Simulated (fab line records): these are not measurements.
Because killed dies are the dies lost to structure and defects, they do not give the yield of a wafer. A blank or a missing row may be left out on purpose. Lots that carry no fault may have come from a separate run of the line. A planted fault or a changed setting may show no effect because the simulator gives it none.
2 desks, one fault || flow n5-finfet || only its own numbers are on each desk; what lay behind them is given at the end

DESK OF THE TOOL OWNER: rie-si-03
The tool's own readings at N5_BEOL_M0_SAQP_ETCH_102 (etches SiO2 in CF4, target depth 4 nm, time 4.4 s): means of the sampled wafers that have a number, for each lot that ran on this tool. A lot is out of limits, marked OUT, if its mean lies more than 4 standard deviations from the usual mean; the brackets give that distance.
Columns: A = bias-w at N5_BEOL_M0_SAQP_ETCH_102, usual 400.1 W; B = cf4-flow-sccm at N5_BEOL_M0_SAQP_ETCH_102, usual 80.00 sccm; C = drypump-motor-current-A at N5_BEOL_M0_SAQP_ETCH_102, usual 5.7 A; D = oes-product-au at N5_BEOL_M0_SAQP_ETCH_102, usual 1.001 a.u.; E = throttle-valve-pct at N5_BEOL_M0_SAQP_ETCH_102, usual 21.79 %
{"lot": "L649", "first seen here": "day 8 13:37", "A": 401.5, "B": 79.88, "C": 5.6, "D": 0.996, "E": 21.77}
{"lot": "L654", "first seen here": "day 9 12:40", "A": 399.0, "B": 79.93, "C": 5.8, "D": 0.991, "E": 21.81}
{"lot": "L655", "first seen here": "day 10 00:41", "A": 399.3, "B": 79.93, "C": 5.9, "D": 0.995, "E": 21.85}
{"lot": "L656", "first seen here": "day 10 04:53", "A": 400.1, "B": 79.87, "C": 5.7, "D": 1.001, "E": 21.78}
Result from this desk: across the 4 lots, nothing is out of limits.

THE METROLOGY DESK
What the gauges read for every lot (on any tool): the sampled wafers with a number, averaged. A lot is out of limits, marked OUT, if its mean lies more than 4 standard deviations from the usual mean; the brackets give that distance. 7 of its 10 readings are shown, namely those furthest out on some lot.
Columns: A = DIBL_N at N5_BEOL_M4_RC_MEAS_101, usual 36.5 mV/V; B = DIBL_P at N5_BEOL_M4_RC_MEAS_101, usual 36.9 mV/V; C = IOFF_N at N5_BEOL_M4_RC_MEAS_101, usual 0.163 nA/um; D = IOFF_P at N5_BEOL_M4_RC_MEAS_101, usual 0.22 nA/um; E = ION_N at N5_BEOL_M4_RC_MEAS_101, usual 673 uA/um; F = SS_P at N5_BEOL_M4_RC_MEAS_101, usual 73.4 mV/dec; G = VT_P at N5_BEOL_M4_RC_MEAS_101, usual -250 mV
{"lot": "L638", "first seen here": "day 7 20:49", "A": 35.9, "B": 35.7, "C": 0.153, "D": 0.19, "E": 667, "F": 73.1, "G": -254}
{"lot": "L649", "first seen here": "day 11 06:55", "A": 36.6, "B": 37.7, "C": 0.173, "D": 0.21, "E": 670, "F": 73.7, "G": -252}
{"lot": "L654", "first seen here": "day 12 08:54", "A": 36.5, "B": 37.0, "C": 0.170, "D": 0.22, "E": 672, "F": 73.2, "G": -249}
{"lot": "L655", "first seen here": "day 12 12:41", "A": 37.1, "B": 39.1, "C": 0.185, "D": 0.23, "E": 686, "F": 73.6, "G": -248}
{"lot": "L656", "first seen here": "day 12 16:38", "A": 38.2, "B": 39.5, "C": 0.173, "D": 0.22, "E": 675, "F": 73.8, "G": -251}
{"lot": "L661", "first seen here": "day 13 15:49", "A": 37.8, "B": 36.2, "C": 0.193, "D": 0.26, "E": 674, "F": 74.2, "G": -246}
Result from this desk: across the 6 lots, nothing is out of limits.

PUT TOGETHER
The tool owner's desk saw nothing out of limits.
From the metrology desk's view, nothing was out of limits.

WHAT THE SIMULATOR HAD PUT IN
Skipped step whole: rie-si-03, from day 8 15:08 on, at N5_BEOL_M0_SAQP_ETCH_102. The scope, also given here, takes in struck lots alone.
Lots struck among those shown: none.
